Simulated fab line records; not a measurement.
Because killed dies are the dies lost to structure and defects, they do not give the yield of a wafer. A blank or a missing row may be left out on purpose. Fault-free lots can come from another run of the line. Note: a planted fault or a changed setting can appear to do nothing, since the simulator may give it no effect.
Struck lot and sound lot, side by side || flow n5Finfet || 15 out of 1938 route steps
Sound: wafers L131.1, L131.4, L131.5. Struck: wafer L146.3. (L146.6 of the same lot was not struck and is left out.) The cause comes at the end.
Order at every step that has rows: each side's tool, ch and its chambers, its first start. Under that, the readings that differ: sound wafers || struck wafers || difference of the means || sigmas: that difference in standard deviations of wafers without a fault.
alike: words and numbers the same on both sides, and readings whose means are apart by under 2 such deviations; not compared: readings that were withheld, readings missing a value for some wafer, numbers with overlapping values and no deviation given by the record, and bounds like >300 which may hide the same value.
A row with sigmas, a row that says differs or no value, or rows on one side alone: a step with any of these is where the two part. Numbers that have no deviation but don't overlap get no sigmas and don't part them. A reading missing from all wafers of one side parts the sides only when that side holds two or more wafers.

first, 7 steps without rows for these wafers: N5_BEOL_M4_COAT_76 (time 60 s, resist thk 5 nm); N5_BEOL_M4_COAT_22 (resist thk 30 nm); N5_BEOL_M4_EBR_24; N5_BEOL_M4_SOFTBAKE_23 (time 60 s); N5_BEOL_M4_EXPOSE_25 (exposes mask V3, defocus 5 nm); N5_BEOL_M4_PEB_26 (peb time 60 s); N5_BEOL_M4_DEVELOP_27 (develop time 30 s).
N5_BEOL_M4_CD_MEAS_28: target cd 26.2 nm, target cd y 24.1 nm.
  sound on cdSem-02 ch 0, day 8 06:47; struck on cdSem-01 ch 0, day 12 08:07
  alike: cdNm
N5_BEOL_M4_OVL_MEAS_29:
  sound on overlay-01 ch 0, day 8 06:49; struck on overlay-01 ch 0, day 12 08:10
  alike: V3_OVL
N5_BEOL_M4_INSPECT_30: inspects for defects (brightfield).
  struck on defectInspect-01, day 12 08:13; sound on defectInspect-01, day 8 06:53
  alike: rawDefectCount
N5_BEOL_M4_DESCUM_33: chemistry O2, time 7 s.
  sound on rieDiel-05 ch 1,2,3, day 8 07:03; struck on rieDiel-04 ch 2, day 12 08:14
  alike: drypumpMotorCurrentA, oesProductAu, rfVppV, showerheadPlenumPTorr, throttleValvePct
  not compared: rfHoursCounterH
N5_BEOL_M4_ETCH_77: etches underlayer in N2/H2, target depth 6.5 nm, time 5.2 s.
  sound on rieDiel-05 ch 1,2,3, day 8 07:05; struck on rieDiel-04 ch 2, day 12 08:17
  alike: biasW, drypumpMotorCurrentA, etchRfOnTimeS, oesProductAu, rfVppV, showerheadPlenumPTorr, throttleValvePct
  not compared: rfHoursCounterH
N5_BEOL_M4_ETCH_69: etches SiARC in CF4, target depth 15.6 nm, time 26 s.
  sound on rieDiel-05 ch 1,2,3, day 8 07:06; struck on rieDiel-04 ch 2, day 12 08:17
{"reading": "etchRfOnTimeS (s)", "sound": "26.0 25.3 25.8", "struck": 17.8, "difference": -7.9, "sigmas": -19}
{"reading": "oesProductAu (a.u.)", "sound": "0.60 0.74 0.77", "struck": 1.02, "difference": "+0.32", "sigmas": "+4"}
  alike: biasW, drypumpMotorCurrentA, rfVppV, showerheadPlenumPTorr, throttleValvePct
  not compared: rfHoursCounterH
N5_BEOL_M4_ALD_98: deposits SiO2, target thk 2.5 nm, pulse time 1 s, co reactant pulse time 1 s.
  sound on aldSin-04 ch 1,2, day 8 07:11; struck on aldSin-01 ch 2, day 12 10:03
  alike: chamberPressureTorr, heaterPowerW, precursorPulseHeightRel, susceptorTempC
N5_BEOL_M4_RC_MEAS_101:
  sound on prober-01 ch 0, day 8 17:28; struck on prober-01 ch 0, day 12 17:33
{"reading": "ION_N (uA/um)", "sound": "676 649 670", "struck": 705, "difference": "+40", "sigmas": "+3"}
{"reading": "ION_P (uA/um)", "sound": "464 455 461", "struck": 488, "difference": "+28", "sigmas": "+3"}
{"reading": "VT_P (mV)", "sound": "-250 -252 -251", "struck": -242, "difference": "+9", "sigmas": "+2"}
  alike: DIBL_N, DIBL_P, IOFF_N, IOFF_P, SS_N, SS_P, VT_N

WHERE THEY PART
At N5_BEOL_M4_ETCH_69 first; at N5_BEOL_M4_RC_MEAS_101 last (within this record only).

WHY: whatever the simulator had introduced
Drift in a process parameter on rieDiel-04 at N5_BEOL_M4_ETCH_69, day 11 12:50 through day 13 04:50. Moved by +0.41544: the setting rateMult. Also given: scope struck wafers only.
